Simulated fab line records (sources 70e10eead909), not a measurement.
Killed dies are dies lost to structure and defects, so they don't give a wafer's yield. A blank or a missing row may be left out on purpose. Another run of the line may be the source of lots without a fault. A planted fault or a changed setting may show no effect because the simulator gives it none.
fab line records / flow nand_harc
record lots=7 wafers=21 last_day=33
route steps=1302 shown A_STAIRCASE@790 END@1302
lots with no fault: from the same line, run without faults
start_h: the number of hours between the record's first day and the start of the first shown wafer of the lot / wait_h: how many hours have passed since the lot's step before this one / " identical to the entry in the row above / L1.1+2: a row that stands for several wafers / - value missing, or start not given / * or withheld: withheld / < > ~ a bound
route shown NAME@n: NAME is a module with steps in the file, n the number in the route of the first one / usual: mean/standard deviation of fault-free wafers / same: alike in all rows / chamber/n: place in a boat / sites: the reading at each site / _std_site: how widely they spread, as a standard deviation / _edge_site: outer sites' mean less inner sites' / radius_mm: for every site, how far away it sits from the centre of the wafer / mask NAME#n: copy n / behind: tool/chamber where the wafer was last shaped / hold: what put the lot on hold/how long, in hours/how the hold closed / device: the n, p or np transistor that did not switch / end of line: the route-end tests of the same wafers / where a step has no rows: the recipe by itself / killed: count of dies lost to structure and defects at first sort (not the wafer's yield) / map: per-die view of a wafer (x killed, . not killed, _ where there is no die)
set.NAME: setting as actually run; set.NAME@STEP: the setting as run at that earlier step / model.NAME: the simulator's own value behind a step, which no gauge read
lots at some steps of the route; a table a step, a row a wafer
services: the hour from which a tool's chamber was out of use, counted from the record's first day as start_h (under 0 if before that day), plus the number of hours and why
## steps
# step NHARC_A_STAIRCASE_STRIP_274
# recipe o2_flow_sccm=500 ar_flow_sccm=0 bias_w=0 chemistry=O2
# usual drypump_motor_current_A=5.5/0.46 oes_product_au=1.002/0.0074 rf_vpp_V=57.8/0.88 showerhead_plenum_p_Torr=3.54/0.15 throttle_valve_pct=17.037/0.0092
lot.wafer=L817.4 tool=rie_diel-04 chamber=1 start_h=- wait_h=- drypump_motor_current_A=4.8 oes_product_au=0.988 rf_hours_counter_h=19 rf_vpp_V=58.4 showerhead_plenum_p_Torr=3.76 throttle_valve_pct=17.031
lot.wafer=L817.3 tool=rie_diel-04 chamber=3 start_h=- wait_h=- drypump_motor_current_A=5.9 oes_product_au=0.985 rf_hours_counter_h=21 rf_vpp_V=60.0 showerhead_plenum_p_Torr=3.80 throttle_valve_pct=17.031
lot.wafer=L817.5 tool=rie_diel-04 chamber=2 start_h=- wait_h=- drypump_motor_current_A=5.6 oes_product_au=1.003 rf_hours_counter_h=- rf_vpp_V=55.7 showerhead_plenum_p_Torr=3.48 throttle_valve_pct=17.035
lot.wafer=L818.1 tool=rie_diel-09 chamber=1 start_h=- wait_h=- drypump_motor_current_A=5.5 oes_product_au=0.991 rf_hours_counter_h=36 rf_vpp_V=57.4 showerhead_plenum_p_Torr=3.54 throttle_valve_pct=17.025
lot.wafer=L818.2 tool=rie_diel-09 chamber=2 start_h=- wait_h=- drypump_motor_current_A=4.9 oes_product_au=1.009 rf_hours_counter_h=33 rf_vpp_V=57.8 showerhead_plenum_p_Torr=3.59 throttle_valve_pct=17.041
lot.wafer=L818.4 tool=rie_diel-09 chamber=3 start_h=- wait_h=- drypump_motor_current_A=6.5 oes_product_au=1.005 rf_hours_counter_h=25 rf_vpp_V=59.6 showerhead_plenum_p_Torr=3.65 throttle_valve_pct=17.009
lot.wafer=L827.3 tool=rie_diel-09 chamber=2 start_h=- wait_h=- drypump_motor_current_A=5.0 oes_product_au=1.003 rf_hours_counter_h=8 rf_vpp_V=57.5 showerhead_plenum_p_Torr=3.57 throttle_valve_pct=17.034
lot.wafer=L827.4 tool=rie_diel-09 chamber=1 start_h=- wait_h=- drypump_motor_current_A=5.6 oes_product_au=1.003 rf_hours_counter_h=7 rf_vpp_V=57.7 showerhead_plenum_p_Torr=3.53 throttle_valve_pct=17.035
lot.wafer=L827.5 tool=rie_diel-09 chamber=2 start_h=- wait_h=- drypump_motor_current_A=4.9 oes_product_au=1.006 rf_hours_counter_h=- rf_vpp_V=58.0 showerhead_plenum_p_Torr=3.57 throttle_valve_pct=17.046
lot.wafer=L826.3 tool=rie_diel-08 chamber=3 start_h=- wait_h=- drypump_motor_current_A=5.2 oes_product_au=1.009 rf_hours_counter_h=47 rf_vpp_V=57.4 showerhead_plenum_p_Torr=3.51 throttle_valve_pct=17.026
lot.wafer=L826.4 tool=rie_diel-08 chamber=0 start_h=- wait_h=- drypump_motor_current_A=5.4 oes_product_au=0.991 rf_hours_counter_h=47 rf_vpp_V=57.7 showerhead_plenum_p_Torr=3.34 throttle_valve_pct=17.039
lot.wafer=L826.2 tool=rie_diel-08 chamber=1 start_h=- wait_h=- drypump_motor_current_A=6.1 oes_product_au=1.001 rf_hours_counter_h=51 rf_vpp_V=58.5 showerhead_plenum_p_Torr=3.78 throttle_valve_pct=17.027
lot.wafer=L828.3 tool=rie_diel-09 chamber=1 start_h=- wait_h=- drypump_motor_current_A=5.6 oes_product_au=0.991 rf_hours_counter_h=10 rf_vpp_V=56.4 showerhead_plenum_p_Torr=3.53 throttle_valve_pct=17.042
lot.wafer=L828.1 tool=rie_diel-09 chamber=0 start_h=- wait_h=- drypump_motor_current_A=5.8 oes_product_au=0.995 rf_hours_counter_h=10 rf_vpp_V=57.8 showerhead_plenum_p_Torr=3.40 throttle_valve_pct=17.056
lot.wafer=L828.5 tool=rie_diel-09 chamber=2 start_h=- wait_h=- drypump_motor_current_A=4.9 oes_product_au=1.008 rf_hours_counter_h=- rf_vpp_V=56.9 showerhead_plenum_p_Torr=3.57 throttle_valve_pct=17.026
lot.wafer=L829.3 tool=rie_diel-09 chamber=1 start_h=- wait_h=- drypump_motor_current_A=5.6 oes_product_au=1.001 rf_hours_counter_h=16 rf_vpp_V=58.8 showerhead_plenum_p_Torr=3.52 throttle_valve_pct=17.022
lot.wafer=L829.5 tool=rie_diel-09 chamber=3 start_h=- wait_h=- drypump_motor_current_A=6.5 oes_product_au=1.005 rf_hours_counter_h=- rf_vpp_V=57.5 showerhead_plenum_p_Torr=3.63 throttle_valve_pct=17.031
lot.wafer=L829.6 tool=rie_diel-09 chamber=0 start_h=- wait_h=- drypump_motor_current_A=5.8 oes_product_au=0.994 rf_hours_counter_h=- rf_vpp_V=57.5 showerhead_plenum_p_Torr=3.39 throttle_valve_pct=17.033
lot.wafer=L834.3 tool=rie_diel-04 chamber=1 start_h=- wait_h=- drypump_motor_current_A=4.8 oes_product_au=1.003 rf_hours_counter_h=23 rf_vpp_V=57.6 showerhead_plenum_p_Torr=3.73 throttle_valve_pct=17.037
lot.wafer=L834.4 tool=rie_diel-04 chamber=2 start_h=- wait_h=- drypump_motor_current_A=5.5 oes_product_au=1.001 rf_hours_counter_h=18 rf_vpp_V=57.0 showerhead_plenum_p_Torr=3.45 throttle_valve_pct=17.036
lot.wafer=L834.6 tool=rie_diel-04 chamber=0 start_h=- wait_h=- drypump_motor_current_A=5.7 oes_product_au=1.018 rf_hours_counter_h=- rf_vpp_V=57.0 showerhead_plenum_p_Torr=3.39 throttle_valve_pct=17.043
# step NHARC_A_STAIRCASE_STRIP_275
# recipe time_s=900 temp_c=130 chemistry=SPM
# step NHARC_A_STAIRCASE_PRECLEAN_276
# recipe time_s=* temp_c=50 bath_age_min=0 chemistry=SC1
# step NHARC_A_STAIRCASE_SRD_277
# step NHARC_A_STAIRCASE_HM_DEP_459
# recipe target_thk_a=15000 temp_c=400 material=aC
# usual throttle_valve_pct=35.001/0.0087
lot.wafer=L817.3 tool=acl_dep-01 chamber=0 start_h=423.50 wait_h=0.7 throttle_valve_pct=34.998
lot.wafer=L817.4 tool=acl_dep-01 chamber=0 start_h=423.50 wait_h=0.7 throttle_valve_pct=35.001
lot.wafer=L817.5 tool=acl_dep-01 chamber=0 start_h=423.50 wait_h=0.7 throttle_valve_pct=34.993
lot.wafer=L818.1 tool=acl_dep-01 chamber=0 start_h=424.73 wait_h=0.1 throttle_valve_pct=34.994
lot.wafer=L818.2 tool=acl_dep-01 chamber=0 start_h=424.73 wait_h=0.1 throttle_valve_pct=34.997
lot.wafer=L818.4 tool=acl_dep-01 chamber=0 start_h=424.73 wait_h=0.1 throttle_valve_pct=35.002
lot.wafer=L826.2 tool=acl_dep-03 chamber=0 start_h=525.78 wait_h=0.4 throttle_valve_pct=35.011
lot.wafer=L826.3 tool=acl_dep-03 chamber=0 start_h=525.78 wait_h=0.4 throttle_valve_pct=34.984
lot.wafer=L826.4 tool=acl_dep-03 chamber=0 start_h=525.78 wait_h=0.4 throttle_valve_pct=34.997
lot.wafer=L827.3 tool=acl_dep-01 chamber=0 start_h=525.79 wait_h=0.7 throttle_valve_pct=35.005
lot.wafer=L827.4 tool=acl_dep-01 chamber=0 start_h=525.79 wait_h=0.7 throttle_valve_pct=35.003
lot.wafer=L827.5 tool=acl_dep-01 chamber=0 start_h=525.79 wait_h=0.7 throttle_valve_pct=34.986
lot.wafer=L828.1 tool=acl_dep-01 chamber=0 start_h=536.20 wait_h=3.3 throttle_valve_pct=35.003
lot.wafer=L828.3 tool=acl_dep-01 chamber=0 start_h=536.20 wait_h=3.3 throttle_valve_pct=35.011
lot.wafer=L828.5 tool=acl_dep-01 chamber=0 start_h=536.20 wait_h=3.3 throttle_valve_pct=35.001
lot.wafer=L829.3 tool=acl_dep-02 chamber=0 start_h=553.10 wait_h=3.8 throttle_valve_pct=35.009
lot.wafer=L829.5 tool=acl_dep-02 chamber=0 start_h=553.10 wait_h=3.8 throttle_valve_pct=34.994
lot.wafer=L829.6 tool=acl_dep-02 chamber=0 start_h=553.10 wait_h=3.8 throttle_valve_pct=35.022
lot.wafer=L834.3 tool=acl_dep-01 chamber=0 start_h=605.44 wait_h=0.7 throttle_valve_pct=34.993
lot.wafer=L834.4 tool=acl_dep-01 chamber=0 start_h=605.44 wait_h=0.7 throttle_valve_pct=34.997
lot.wafer=L834.6 tool=acl_dep-01 chamber=0 start_h=605.44 wait_h=0.7 throttle_valve_pct=34.998
# step NHARC_A_STAIRCASE_DEP_280
# recipe target_thk_a=300 target_thk_nm=30 temp_c=400 pressure_torr=3.5 flow_sccm=200 rf_w=350 material=SiON
# usual heater_power_w=760/110
lot.wafer=L817.3 tool=pecvd-04 chamber=0 start_h=424.77 wait_h=1.0 heater_power_w=855
lot.wafer=L817.5 tool=pecvd-04 chamber=0 start_h=424.77 wait_h=1.0 heater_power_w=853
lot.wafer=L817.4 tool=pecvd-04 chamber=1 start_h=424.77 wait_h=1.0 heater_power_w=859
lot.wafer=L818.2 tool=pecvd-02 chamber=0 start_h=426.57 wait_h=1.2 heater_power_w=781
lot.wafer=L818.1 tool=pecvd-02 chamber=1 start_h=426.57 wait_h=1.2 heater_power_w=790
lot.wafer=L818.4 tool=pecvd-02 chamber=0 start_h=426.57 wait_h=1.2 heater_power_w=778
lot.wafer=L827.3 tool=pecvd-04 chamber=2 start_h=527.11 wait_h=1.0 heater_power_w=639
lot.wafer=L827.5 tool=pecvd-04 chamber=0 start_h=527.11 wait_h=1.0 heater_power_w=765
lot.wafer=L827.4 tool=pecvd-04 chamber=2 start_h=527.11 wait_h=1.0 heater_power_w=649
lot.wafer=L826.2 tool=pecvd-02 chamber=1 start_h=527.33 wait_h=1.2 heater_power_w=791
lot.wafer=L826.3 tool=pecvd-02 chamber=2 start_h=527.33 wait_h=1.2 heater_power_w=710
lot.wafer=L826.4 tool=pecvd-02 chamber=1 start_h=527.33 wait_h=1.2 heater_power_w=774
lot.wafer=L828.1 tool=pecvd-04 chamber=2 start_h=538.13 wait_h=1.6 heater_power_w=673
lot.wafer=L828.3 tool=pecvd-04 chamber=0 start_h=538.13 wait_h=1.6 heater_power_w=768
lot.wafer=L828.5 tool=pecvd-04 chamber=0 start_h=538.13 wait_h=1.6 heater_power_w=778
lot.wafer=L829.3 tool=pecvd-02 chamber=1 start_h=554.35 wait_h=0.9 heater_power_w=656
lot.wafer=L829.5 tool=pecvd-02 chamber=1 start_h=554.35 wait_h=0.9 heater_power_w=637
lot.wafer=L829.6 tool=pecvd-02 chamber=0 start_h=554.35 wait_h=0.9 heater_power_w=729
lot.wafer=L834.3 tool=pecvd-04 chamber=1 start_h=606.70 wait_h=0.9 heater_power_w=1052
lot.wafer=L834.4 tool=pecvd-04 chamber=1 start_h=606.70 wait_h=0.9 heater_power_w=847
lot.wafer=L834.6 tool=pecvd-04 chamber=2 start_h=606.70 wait_h=0.9 heater_power_w=705
# step NHARC_A_STAIRCASE_DEHYDRATE_281
# recipe temp_c=150 time_s=120
# step NHARC_A_STAIRCASE_HMDS_282
# recipe time_s=30
# step NHARC_A_STAIRCASE_COAT_283
# recipe spin_rpm=1200
# step NHARC_A_STAIRCASE_SOFTBAKE_284
# recipe temp_c=135 time_s=170
# step NHARC_A_STAIRCASE_EBR_285
# step NHARC_A_STAIRCASE_EXPOSE_286
# recipe na=0.5 dose_mj=25.01 mask_id=CHOP_100
# usual exposure_dose_mJ_cm2=25.008/0.022
# same na=0.5
lot.wafer=L817.3 tool=krf_scanner-04 chamber=0 start_h=425.24 wait_h=- mask=CHOP_100#0 exposure_dose_mJ_cm2=25.013
lot.wafer=L817.4 tool=krf_scanner-04 chamber=0 start_h=425.24 wait_h=- mask=CHOP_100#0 exposure_dose_mJ_cm2=25.013
lot.wafer=L817.5 tool=krf_scanner-04 chamber=0 start_h=425.24 wait_h=- mask=CHOP_100#0 exposure_dose_mJ_cm2=24.976
lot.wafer=L818.1 tool=krf_scanner-02 chamber=0 start_h=427.05 wait_h=- mask=CHOP_100#0 exposure_dose_mJ_cm2=25.026
lot.wafer=L818.2 tool=krf_scanner-02 chamber=0 start_h=427.05 wait_h=- mask=CHOP_100#0 exposure_dose_mJ_cm2=25.047
lot.wafer=L818.4 tool=krf_scanner-02 chamber=0 start_h=427.05 wait_h=- mask=CHOP_100#0 exposure_dose_mJ_cm2=24.999
lot.wafer=L827.3 tool=krf_scanner-01 chamber=0 start_h=527.67 wait_h=- mask=CHOP_100#0 exposure_dose_mJ_cm2=25.002
lot.wafer=L827.4 tool=krf_scanner-01 chamber=0 start_h=527.67 wait_h=- mask=CHOP_100#0 exposure_dose_mJ_cm2=25.000
lot.wafer=L827.5 tool=krf_scanner-01 chamber=0 start_h=527.67 wait_h=- mask=CHOP_100#0 exposure_dose_mJ_cm2=25.033
lot.wafer=L826.2 tool=krf_scanner-02 chamber=0 start_h=527.94 wait_h=- mask=CHOP_100#0 exposure_dose_mJ_cm2=14.971
lot.wafer=L826.3 tool=krf_scanner-02 chamber=0 start_h=527.94 wait_h=- mask=CHOP_100#0 exposure_dose_mJ_cm2=14.946
lot.wafer=L826.4 tool=krf_scanner-02 chamber=0 start_h=527.94 wait_h=- mask=CHOP_100#0 exposure_dose_mJ_cm2=14.996
lot.wafer=L828.1 tool=krf_scanner-02 chamber=0 start_h=538.70 wait_h=- mask=CHOP_100#0 exposure_dose_mJ_cm2=14.917
lot.wafer=L828.3 tool=krf_scanner-02 chamber=0 start_h=538.70 wait_h=- mask=CHOP_100#0 exposure_dose_mJ_cm2=14.928
lot.wafer=L828.5 tool=krf_scanner-02 chamber=0 start_h=538.70 wait_h=- mask=CHOP_100#0 exposure_dose_mJ_cm2=14.939
lot.wafer=L829.3 tool=krf_scanner-02 chamber=0 start_h=554.84 wait_h=- mask=CHOP_100#0 exposure_dose_mJ_cm2=14.959
lot.wafer=L829.5 tool=krf_scanner-02 chamber=0 start_h=554.84 wait_h=- mask=CHOP_100#0 exposure_dose_mJ_cm2=14.967
lot.wafer=L829.6 tool=krf_scanner-02 chamber=0 start_h=554.84 wait_h=- mask=CHOP_100#0 exposure_dose_mJ_cm2=14.953
lot.wafer=L834.3 tool=krf_scanner-01 chamber=0 start_h=607.19 wait_h=- mask=CHOP_100#0 exposure_dose_mJ_cm2=24.995
lot.wafer=L834.4 tool=krf_scanner-01 chamber=0 start_h=607.19 wait_h=- mask=CHOP_100#0 exposure_dose_mJ_cm2=24.995
lot.wafer=L834.6 tool=krf_scanner-01 chamber=0 start_h=607.19 wait_h=- mask=CHOP_100#0 exposure_dose_mJ_cm2=25.011
# step NHARC_A_STAIRCASE_PEB_287
# recipe peb_temp_c=115 peb_time_s=130
# step NHARC_END_SORT_01
# recipe temp_c=25
# usual killed_at_array=54/23 killed_at_other=1.2/1.5 killed_at_periphery=3.9/2.5 killed_dies=59/23 killed_open=3.2/1.7 killed_short=2.4/1.6
# same gross_dies=677
lot.wafer=L817.3 tool=prober-01 chamber=0 start_h=616.92 wait_h=3.1 killed_at_array=32 killed_at_other=1 killed_at_periphery=4 killed_dies=37 killed_open=3 killed_short=3
lot.wafer=L817.4 tool=prober-01 chamber=0 start_h=617.71 wait_h=3.4 killed_at_array=34 killed_at_other=0 killed_at_periphery=1 killed_dies=35 killed_open=2 killed_short=3
lot.wafer=L817.5 tool=prober-01 chamber=0 start_h=618.51 wait_h=3.7 killed_at_array=16 killed_at_other=2 killed_at_periphery=1 killed_dies=19 killed_open=3 killed_short=2
lot.wafer=L818.1 tool=prober-02 chamber=0 start_h=630.91 wait_h=2.5 killed_at_array=31 killed_at_other=6 killed_at_periphery=2 killed_dies=39 killed_open=4 killed_short=8
lot.wafer=L818.2 tool=prober-02 chamber=0 start_h=631.71 wait_h=2.8 killed_at_array=27 killed_at_other=4 killed_at_periphery=4 killed_dies=35 killed_open=4 killed_short=2
lot.wafer=L818.4 tool=prober-02 chamber=0 start_h=633.31 wait_h=3.4 killed_at_array=19 killed_at_other=1 killed_at_periphery=1 killed_dies=21 killed_open=2 killed_short=0
lot.wafer=L827.3 tool=prober-01 chamber=0 start_h=715.43 wait_h=3.1 killed_at_array=82 killed_at_other=0 killed_at_periphery=3 killed_dies=85 killed_open=2 killed_short=0
lot.wafer=L827.4 tool=prober-01 chamber=0 start_h=716.23 wait_h=3.4 killed_at_array=87 killed_at_other=1 killed_at_periphery=3 killed_dies=91 killed_open=1 killed_short=1
lot.wafer=L827.5 tool=prober-01 chamber=0 start_h=717.02 wait_h=3.7 killed_at_array=79 killed_at_other=0 killed_at_periphery=7 killed_dies=86 killed_open=3 killed_short=2
lot.wafer=L829.3 tool=prober-01 chamber=0 start_h=743.78 wait_h=3.1 killed_at_array=56 killed_at_other=0 killed_at_periphery=3 killed_dies=59 killed_open=2 killed_short=6
lot.wafer=L829.5 tool=prober-01 chamber=0 start_h=745.39 wait_h=3.7 killed_at_array=59 killed_at_other=0 killed_at_periphery=3 killed_dies=62 killed_open=3 killed_short=2
lot.wafer=L829.6 tool=prober-01 chamber=0 start_h=746.19 wait_h=4.0 killed_at_array=44 killed_at_other=0 killed_at_periphery=6 killed_dies=50 killed_open=4 killed_short=1
# killed by level:class
L817.3 A_CHANNEL_HOLE_D2:chamber_film_flake=7 A_CONTACT:chamber_film_flake=6 P_GATE:chamber_film_flake=4 A_CHANNEL_FILL_D1:chamber_film_flake=4 A_M1:chamber_film_flake=3 A_CHANNEL_HOLE_D1:chamber_film_flake=2 A_STAIRCASE:chamber_film_flake=2 A_CHANNEL_HOLE_D1:geometric_particle:short=1
L817.4 A_CHANNEL_HOLE_D2:chamber_film_flake=12 A_M1:chamber_film_flake=5 A_CHANNEL_HOLE_D1:chamber_film_flake=3 A_STAIRCASE:chamber_film_flake=2 A_WL_FILL:chamber_film_flake=2 A_ONON_D1:geometric_particle:short=1 A_CHANNEL_FILL_D1:geometric_particle:short=1 A_ONON_D2:geometric_particle:short=1
L817.5 A_CHANNEL_HOLE_D2:chamber_film_flake=4 A_WL_FILL:chamber_film_flake=2 A_M1:chamber_film_flake=2 THIN_TSV:chamber_film_flake=2 A_ONON_D1:geometric_particle:short=1 A_ONON_D1:geometric_particle:open=1 A_CHANNEL_HOLE_D2:geometric_particle:open=1 A_CONTACT:geometric_particle:open=1
L818.1 A_CHANNEL_HOLE_D2:chamber_film_flake=8 THIN_TSV:chamber_film_flake=6 A_CHANNEL_HOLE_D1:chamber_film_flake=4 A_CONTACT:chamber_film_flake=3 A_ONON_D2:geometric_particle:short=2 A_CHANNEL_HOLE_D2:geometric_particle:short=2 A_M0:geometric_particle:open=2 P_GATE:geometric_particle:short=1
L818.2 A_CHANNEL_HOLE_D2:chamber_film_flake=12 A_CHANNEL_HOLE_D1:chamber_film_flake=3 A_CHANNEL_FILL_D1:chamber_film_flake=3 A_CONTACT:chamber_film_flake=3 THIN_TSV:chamber_film_flake=3 A_SLIT:chamber_film_flake=2 P_STI:geometric_particle:open=1 P_CONTACT:geometric_particle:short=1
L818.4 A_CHANNEL_HOLE_D2:chamber_film_flake=9 A_CHANNEL_HOLE_D1:chamber_film_flake=2 A_WL_FILL:chamber_film_flake=2 A_SOURCE_PLATE:geometric_particle:open=1 A_CHANNEL_FILL_D2:geometric_particle:open=1 P_STI:chamber_film_flake=1 A_DECK1_JOINT:chamber_film_flake=1 A_STAIRCASE:chamber_film_flake=1
L827.3 A_CHANNEL_HOLE_D1:chamber_film_flake=38 A_SLIT:chamber_film_flake=23 A_STAIRCASE:chamber_film_flake=11 A_CONTACT:chamber_film_flake=6 P_M2:chamber_film_flake=2 A_ONON_D2:geometric_particle:open=1 A_M0:geometric_particle:open=1 P_ZERO_WELL:chamber_film_flake=1
L827.4 A_CHANNEL_HOLE_D1:chamber_film_flake=43 A_SLIT:chamber_film_flake=25 A_STAIRCASE:chamber_film_flake=10 A_CONTACT:chamber_film_flake=4 P_M2:chamber_film_flake=2 A_WL_FILL:chamber_film_flake=2 A_CHANNEL_HOLE_D2:geometric_particle:open=1 A_CHANNEL_HOLE_D2:geometric_particle:short=1
L827.5 A_CHANNEL_HOLE_D1:chamber_film_flake=31 A_SLIT:chamber_film_flake=31 P_M2:chamber_film_flake=5 A_CONTACT:chamber_film_flake=5 A_STAIRCASE:chamber_film_flake=3 A_WL_FILL:chamber_film_flake=2 A_CHANNEL_FILL_D1:geometric_particle:short=1 A_CHANNEL_FILL_D1:geometric_particle:open=1
L829.3 A_SLIT:chamber_film_flake=19 A_CHANNEL_HOLE_D2:chamber_film_flake=17 A_CHANNEL_HOLE_D1:chamber_film_flake=4 A_DECK1_JOINT:geometric_particle:short=3 P_M0:chamber_film_flake=3 A_STAIRCASE:chamber_film_flake=3 A_CONTACT:chamber_film_flake=3 A_WL_FILL:chamber_film_flake=2
L829.5 A_SLIT:chamber_film_flake=24 A_CHANNEL_HOLE_D2:chamber_film_flake=12 A_CHANNEL_HOLE_D1:chamber_film_flake=10 A_CONTACT:chamber_film_flake=5 A_M0:geometric_particle:open=2 P_M2:chamber_film_flake=2 A_STAIRCASE:chamber_film_flake=2 A_SOURCE_PLATE:geometric_particle:short=1
L829.6 A_CHANNEL_HOLE_D2:chamber_film_flake=13 A_CHANNEL_HOLE_D1:chamber_film_flake=11 A_SLIT:chamber_film_flake=10 P_M2:chamber_film_flake=3 A_M0:geometric_particle:open=2 P_M0:chamber_film_flake=2 P_M1:geometric_particle:open=1 A_CHANNEL_FILL_D2:geometric_particle:open=1
## services
tool=rie_diel-09 chamber=0 start_h=403.03 hours=- kind=clean
tool=rie_diel-09 chamber=1 start_h=403.03 hours=- kind=clean
tool=rie_diel-09 chamber=2 start_h=403.03 hours=- kind=clean
tool=pecvd-02 chamber=- start_h=408.00 hours=13.0 kind=pm
tool=pecvd-04 chamber=- start_h=425.73 hours=0.8 kind=repair
tool=acl_dep-02 chamber=- start_h=428.55 hours=13.0 kind=pm
tool=pecvd-04 chamber=0 start_h=432.38 hours=3.8 kind=repair
tool=krf_scanner-02 chamber=- start_h=438.00 hours=4.0 kind=pm
tool=krf_scanner-04 chamber=- start_h=444.31 hours=0.9 kind=repair
tool=pecvd-04 chamber=- start_h=454.65 hours=13.0 kind=pm
tool=pecvd-02 chamber=2 start_h=459.89 hours=5.5 kind=repair
tool=rie_diel-09 chamber=- start_h=482.29 hours=0.9 kind=repair
tool=krf_scanner-01 chamber=- start_h=484.00 hours=4.0 kind=pm
tool=acl_dep-03 chamber=- start_h=487.48 hours=13.0 kind=pm
tool=pecvd-02 chamber=1 start_h=491.94 hours=5.6 kind=repair
tool=rie_diel-09 chamber=- start_h=497.53 hours=9.0 kind=pm
tool=krf_scanner-04 chamber=- start_h=526.00 hours=4.0 kind=pm
tool=pecvd-02 chamber=0 start_h=531.03 hours=16.5 kind=repair
tool=rie_diel-04 chamber=- start_h=534.07 hours=9.0 kind=pm
tool=rie_diel-08 chamber=- start_h=544.83 hours=9.0 kind=pm
tool=krf_scanner-01 chamber=- start_h=556.73 hours=2.0 kind=repair
tool=acl_dep-01 chamber=- start_h=558.46 hours=13.0 kind=pm
tool=krf_scanner-01 chamber=- start_h=569.31 hours=7.9 kind=repair
tool=pecvd-02 chamber=- start_h=589.00 hours=13.0 kind=pm
## key
first_sign step=NHARC_A_STAIRCASE_EXPOSE_286 reading=exposure_dose_mJ_cm2 direction=down sigmas=99+ usual=25.008 struck=14.953
effect none on later readings
met_at NHARC_A_STAIRCASE_EXPOSE_286
struck_wafers L826.2,L826.3,L826.4,L828.1,L828.3,L828.5,L829.3,L829.5,L829.6
tester_left_out L826,L828,L829
onset_between 427.05 527.94
fault kind=process_parameter_drift tool=krf_scanner-02 chamber=- onset_h=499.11 steps=NHARC_A_STAIRCASE_EXPOSE_286 channel=dose_mj offset=-10.063 shape=step acts_in=these_recipes_only stated=25.01
# tester_left_out: of these lots the tester's yield and bins aren't shown, on N5 and GAA mostly nor the transistor test; their killed dies are dies lost to structure and defects alone, not to doping, threshold or leakage, so they don't give the yield
